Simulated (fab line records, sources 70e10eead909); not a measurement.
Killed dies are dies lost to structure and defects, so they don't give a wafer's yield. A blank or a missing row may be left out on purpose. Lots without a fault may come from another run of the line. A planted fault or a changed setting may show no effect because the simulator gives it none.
A struck lot beside a sound one | flow nand_harc | 46 steps out of a route of 1302
Sound: wafers L750.1, L750.5, L750.6. Struck: wafer L742.1. The cause comes at the end.
At each step with rows: each side's tool, then ch and its chambers, then its first start. Under that, the readings that differ: sound wafers | struck wafers | difference of the means | sigmas: that difference in standard deviations of wafers without a fault.
alike: readings whose means differ by less than 2 such deviations, and words and numbers that are the same on both sides. not compared: withheld readings, readings that some wafer has no value for, bounds like >300 that may hide the same value, and numbers for which the record gives no deviation and whose values overlap.
The two part at a step that has a row with sigmas, a row that says differs or no value, or rows on one side only. Numbers that don't overlap but have no deviation are shown without sigmas and don't part them. A reading that every wafer of one side lacks parts them only if that side has two wafers or more.

first, 6 steps without rows for these wafers: NHARC_P_ZERO_WELL_COAT_18; NHARC_P_ZERO_WELL_SOFTBAKE_19 (time 95 s); NHARC_P_ZERO_WELL_EBR_20; NHARC_P_ZERO_WELL_EXPOSE_21 (exposes mask P NWELL, target cd 720 nm); NHARC_P_ZERO_WELL_PEB_22 (peb time 85 s); NHARC_P_ZERO_WELL_DEVELOP_23 (time 70 s).
NHARC_P_ZERO_WELL_CD_MEAS_24: target cd 720 nm.
  sound on cd_sem-01 ch 0, day 8 04:44; struck on cd_sem-01 ch 0, day 4 20:35
  alike: cd_nm
then, 1 step without rows for these wafers: NHARC_P_ZERO_WELL_HARDBAKE_25 (time 80 s).
NHARC_P_ZERO_WELL_DESCUM_26: chemistry O2, time 3 s.
  sound on rie_diel-09 ch 2,3, day 8 05:07; struck on rie_diel-09 ch 2, day 4 20:46
  alike: drypump_motor_current_A, oes_product_au, rf_vpp_V, showerhead_plenum_p_Torr, throttle_valve_pct
  not compared: rf_hours_counter_h
then, 3 steps without rows for these wafers: NHARC_P_ZERO_WELL_IMPLANT_27; NHARC_P_ZERO_WELL_IMPLANT_57; NHARC_P_ZERO_WELL_IMPLANT_58.
NHARC_P_ZERO_WELL_STRIP_28: strips in SPM, time 840 s.
  sound on wet_bench-01 ch 0,2,6, day 8 05:50; struck on wet_bench-06 ch 3, day 4 21:30
  alike: bath_guard_temp_C, bath_heat_duty_pct
then, 8 steps without rows for these wafers: NHARC_P_ZERO_WELL_DEHYDRATE_29 (time 120 s); NHARC_P_ZERO_WELL_HMDS_30 (time 30 s); NHARC_P_ZERO_WELL_COAT_31; NHARC_P_ZERO_WELL_SOFTBAKE_32 (time 95 s); NHARC_P_ZERO_WELL_EBR_33; NHARC_P_ZERO_WELL_EXPOSE_34 (exposes mask P PWELL, target cd 720 nm); NHARC_P_ZERO_WELL_PEB_35 (peb time 85 s); NHARC_P_ZERO_WELL_DEVELOP_36 (time 70 s).
NHARC_P_ZERO_WELL_CD_MEAS_37: target cd 720 nm.
  sound on cd_sem-02 ch 0, day 8 06:28; struck on cd_sem-01 ch 0, day 5 02:10
  alike: cd_nm
then, 1 step without rows for these wafers: NHARC_P_ZERO_WELL_HARDBAKE_38 (time 80 s).
NHARC_P_ZERO_WELL_DESCUM_39: chemistry O2, time 3 s.
  sound on rie_diel-06 ch 0,1, day 8 06:39; struck on rie_diel-13 ch 2, day 5 02:22
  reading                         | sound          | struck | difference | sigmas
  showerhead_plenum_p_Torr (Torr) | 1.78 1.87 1.78 | 2.02   | +0.21      | +2
  alike: drypump_motor_current_A, oes_product_au, rf_vpp_V, throttle_valve_pct
  not compared: rf_hours_counter_h
then, 12 steps without rows for these wafers: NHARC_P_ZERO_WELL_IMPLANT_40; NHARC_P_ZERO_WELL_IMPLANT_59; NHARC_P_ZERO_WELL_IMPLANT_60; NHARC_P_ZERO_WELL_STRIP_41 (strips in SPM, time 840 s); NHARC_P_ZERO_WELL_DEHYDRATE_44 (time 120 s); NHARC_P_ZERO_WELL_HMDS_45 (time 30 s); NHARC_P_ZERO_WELL_COAT_46; NHARC_P_ZERO_WELL_SOFTBAKE_47 (time 95 s); NHARC_P_ZERO_WELL_EBR_48; NHARC_P_ZERO_WELL_EXPOSE_49 (exposes mask P HVPW, target cd 2000 nm); NHARC_P_ZERO_WELL_PEB_50 (peb time 85 s); NHARC_P_ZERO_WELL_DEVELOP_51 (time 70 s).
NHARC_P_ZERO_WELL_CD_MEAS_52: target cd 2000 nm.
  sound on cd_sem-01 ch 0, day 8 07:59; struck on cd_sem-03 ch 0, day 5 03:47
  alike: cd_nm
then, 1 step without rows for these wafers: NHARC_P_ZERO_WELL_HARDBAKE_53 (time 80 s).
NHARC_P_ZERO_WELL_DESCUM_54: chemistry O2, time 3 s.
  sound on rie_diel-06 ch 1,2,3, day 8 08:10; struck on rie_diel-09 ch 0, day 5 03:57
  alike: drypump_motor_current_A, oes_product_au, rf_vpp_V, showerhead_plenum_p_Torr, throttle_valve_pct
  not compared: rf_hours_counter_h
then, 3 steps without rows for these wafers: NHARC_P_ZERO_WELL_IMPLANT_55; NHARC_P_ZERO_WELL_IMPLANT_61; NHARC_P_ZERO_WELL_STRIP_56 (strips in SPM, time 840 s).
NHARC_P_ZERO_WELL_INSPECT_43:
  sound on defect_inspect-02, day 8 09:49; struck on defect_inspect-02, day 5 05:46
  reading          | sound  | struck | difference | sigmas
  raw_defect_count | 16 6 8 | 570    | +560       | +92
  not compared: hold
NHARC_P_STI_ETCH_26: etches SiO2 in dHF, target depth 11 nm.
  sound on wet_bench-04 ch 1,4,5, day 8 09:52; struck on wet_bench-04 ch 7, day 5 07:20
  reading | sound | struck                   | difference                   | sigmas
  hold    | - - - | await_dispo/1.5h/release | no value on the sound wafers |
NHARC_P_STI_INSPECT_11:
  sound on defect_inspect-02, day 9 00:44; struck on defect_inspect-02, day 5 20:27
  reading          | sound | struck | difference | sigmas
  raw_defect_count | 2 4 3 | 543    | +540       | +99 or more
  not compared: hold
-- the record jumps here: 21 days lie between the struck wafers' starts before and after (it left off in module P_STI and takes up again in module END, whose first step shown is number 1302 of the route) --
NHARC_END_SORT_01:
  sound on prober-01 ch 0, day 30 04:32; struck on prober-01 ch 0, day 27 05:12
  reading             | sound    | struck | difference | sigmas
  killed_at_periphery | 3 3 5    | 85     | +81        | +37
  killed_dies         | 75 83 54 | 157    | +86        | +5
  alike: killed_at_array, killed_at_other, killed_open, killed_short

WHERE THEY PART
First at NHARC_P_ZERO_WELL_DESCUM_39; last, within this record, at NHARC_END_SORT_01.

WHY: what the simulator had put in
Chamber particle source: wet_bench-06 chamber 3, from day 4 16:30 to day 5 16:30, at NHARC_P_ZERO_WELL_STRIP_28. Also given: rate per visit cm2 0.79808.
